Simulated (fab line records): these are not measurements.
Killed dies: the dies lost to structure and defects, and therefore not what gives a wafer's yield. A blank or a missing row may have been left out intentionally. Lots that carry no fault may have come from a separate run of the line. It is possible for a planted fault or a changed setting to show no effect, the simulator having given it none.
Matching of chambers / flow nand harc / NHARC_A_BONDPAD_ETCH_34 on rie diel-04: 4 sister chambers
The step etches the open film in N2/H2, target depth 60 nm, overetch 18 nm, time 65.91 s. 8 wafers are shown with their chamber, then 12 later ones without.

## WAFERS, EACH WITH ITS CHAMBER
wafer=L079.4; chamber=3; rf vpp V (V)=427; rf fwd power W (W)=396.7
wafer=L082.5; chamber=2; rf vpp V (V)=427; rf fwd power W (W)=394.7
wafer=L083.1; chamber=3; rf vpp V (V)=429; rf fwd power W (W)=395.4
wafer=L086.5; chamber=1; rf vpp V (V)=434; rf fwd power W (W)=395.3
wafer=L086.6; chamber=0; rf vpp V (V)=427; rf fwd power W (W)=397.4
wafer=L084.2; chamber=0; rf vpp V (V)=427; rf fwd power W (W)=395.8
wafer=L084.3; chamber=2; rf vpp V (V)=427; rf fwd power W (W)=395.0
wafer=L084.6; chamber=1; rf vpp V (V)=434; rf fwd power W (W)=396.7

## WAFERS MISSING THEIR CHAMBER
wafer=L094.3; rf vpp V (V)=433; rf fwd power W (W)=395.9
wafer=L094.4; rf vpp V (V)=426; rf fwd power W (W)=398.1
wafer=L094.5; rf vpp V (V)=427; rf fwd power W (W)=397.1
wafer=L093.2; rf vpp V (V)=426; rf fwd power W (W)=395.4
wafer=L093.4; rf vpp V (V)=434; rf fwd power W (W)=395.6
wafer=L093.6; rf vpp V (V)=435; rf fwd power W (W)=397.1
wafer=L095.1; rf vpp V (V)=435; rf fwd power W (W)=397.7
wafer=L095.2; rf vpp V (V)=425; rf fwd power W (W)=396.1
wafer=L095.5; rf vpp V (V)=435; rf fwd power W (W)=397.1
wafer=L097.2; rf vpp V (V)=428; rf fwd power W (W)=393.3
wafer=L097.3; rf vpp V (V)=434; rf fwd power W (W)=396.5
wafer=L097.6; rf vpp V (V)=435; rf fwd power W (W)=394.6

## THE CHAMBER EACH PASSED THROUGH
wafer=L094.3; from the rows above=1; in truth=1
wafer=L094.4; from the rows above=can't be placed: 0 or 3 or 2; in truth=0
wafer=L094.5; from the rows above=can't be placed: 0 or 3 or 2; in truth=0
wafer=L093.2; from the rows above=can't be placed: 2 or 0 or 3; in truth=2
wafer=L093.4; from the rows above=1; in truth=1
wafer=L093.6; from the rows above=1; in truth=1
wafer=L095.1; from the rows above=1; in truth=1
wafer=L095.2; from the rows above=can't be placed: 0 or 2 or 3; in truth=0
wafer=L095.5; from the rows above=1; in truth=1
wafer=L097.2; from the rows above=can't be placed: 2 or 3 or 0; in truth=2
wafer=L097.3; from the rows above=1; in truth=1
wafer=L097.6; from the rows above=1; in truth=1
Correctly placed: 7 of 12. From these rows, 5 cannot be placed; in 5 the true chamber is one of the candidates. Wrongly placed: 0.
How it was worked out, from the rows above alone: a wafer's distance from a chamber is the root of the sum, over the readings, of the square of ((its reading less the chamber's mean) divided by the reading's scatter). If the next closest chamber is less than 2 further off than the closest, the wafer can't be placed; otherwise it belongs to the closest. For every chamber, the mean is computed from those of its wafers that are shown. The scatter is the square root of a quotient: the sum, over the shown wafers, of each reading's squared deviation from its chamber's mean, divided by wafers minus chambers.
